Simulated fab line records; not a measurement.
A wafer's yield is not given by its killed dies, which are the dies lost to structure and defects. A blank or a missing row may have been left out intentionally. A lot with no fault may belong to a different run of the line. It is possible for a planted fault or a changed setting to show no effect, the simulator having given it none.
Chamber matching    flow nand harc    NHARC_A_CONTACT_ETCH_90 on rie diel-06: 4 sister chambers
The step etches the open film in CH3F/O2, target depth 40 nm, time 85.7 s. 4 wafers are shown with their chamber, then 8 later ones without.

## WAFERS, EACH WITH ITS CHAMBER
wafer   chamber  showerhead plenum p Torr (Torr)
L087.2  1        2.59
L087.3  3        2.28
L087.5  2        2.64
L089.2  0        2.64

## WAFERS WHOSE CHAMBER IS MISSING
wafer   showerhead plenum p Torr (Torr)
L089.4  2.59
L089.5  2.28
L095.2  2.64
L095.4  2.63
L095.5  2.65
L097.2  2.65
L097.4  2.58
L097.6  2.63

## THE CHAMBER EACH PASSED THROUGH
wafer   from the rows above      in truth
L089.4  1                        1
L089.5  3                        3
L095.2  can't be placed: 0 or 2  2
L095.4  can't be placed: 0 or 2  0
L095.5  can't be placed: 0 or 2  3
L097.2  can't be placed: 0 or 2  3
L097.4  1                        1
L097.6  can't be placed: 0 or 2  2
Placed correctly: 3 of 8. These rows do not allow placing 5 (true chamber among the candidates in 3). Placed wrongly: 0.
How it was worked out, from the rows above alone: a wafer's distance from a chamber is the root of the sum, over the readings, of the square of ((its reading less the chamber's mean) divided by the reading's scatter). If the next closest chamber is less than 2 further off than the closest, the wafer can't be placed; otherwise it belongs to the closest. A chamber's mean is the mean of its shown wafers. The scatter: root of mean squared gap, hidden wafer to nearest shown wafer, with one shown wafer a chamber.
